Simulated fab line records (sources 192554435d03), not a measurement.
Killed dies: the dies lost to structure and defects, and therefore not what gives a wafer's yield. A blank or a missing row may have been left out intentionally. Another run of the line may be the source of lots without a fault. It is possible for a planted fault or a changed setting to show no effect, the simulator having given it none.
Chamber matching | flow n5_finfet | 4 sister chambers for N5_BEOL_M0_SAQP_ETCH_101 on rie_diel-05
The step etches SiNx in CH3F/O2, target depth 29.9 nm, time 42.7 s. 4 wafers are shown with their chamber, then 8 later ones without.

## WAFERS WITH THEIR CHAMBER
wafer  | chamber | throttle_valve_pct (%)
L085.1 | 3       | 16.54
L085.4 | 2       | 16.11
L085.5 | 0       | 16.41
L089.2 | 1       | 16.14

## WAFERS WHOSE CHAMBER IS MISSING
wafer  | throttle_valve_pct (%)
L089.4 | 16.13
L089.6 | 16.42
L094.1 | 16.44
L094.2 | 16.17
L094.4 | 16.16
L097.1 | 16.18
L097.2 | 16.47
L097.6 | 16.58

## WHICH CHAMBER EACH WENT THROUGH
wafer  | from the rows above     | in truth
L089.4 | can't be placed: 1 or 2 | 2
L089.6 | 0                       | 0
L094.1 | 0                       | 0
L094.2 | can't be placed: 1 or 2 | 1
L094.4 | can't be placed: 1 or 2 | 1
L097.1 | can't be placed: 1 or 2 | 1
L097.2 | can't be placed: 0 or 3 | 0
L097.6 | 3                       | 3
Correct placement for 3 of the 8. From these rows, 5 cannot be placed; in 5 the true chamber is one of the candidates. Number placed wrongly: 0.
How it was worked out, from the rows above alone: a wafer's distance from a chamber is the root of the sum, over the readings, of the square of ((its reading less the chamber's mean) divided by the reading's scatter). The wafer belongs to the nearest chamber; if the next one is less than 2 further off, it can't be placed. A chamber's mean is the mean of its shown wafers. The scatter: root of mean squared gap, hidden wafer to nearest shown wafer, with one shown wafer a chamber.
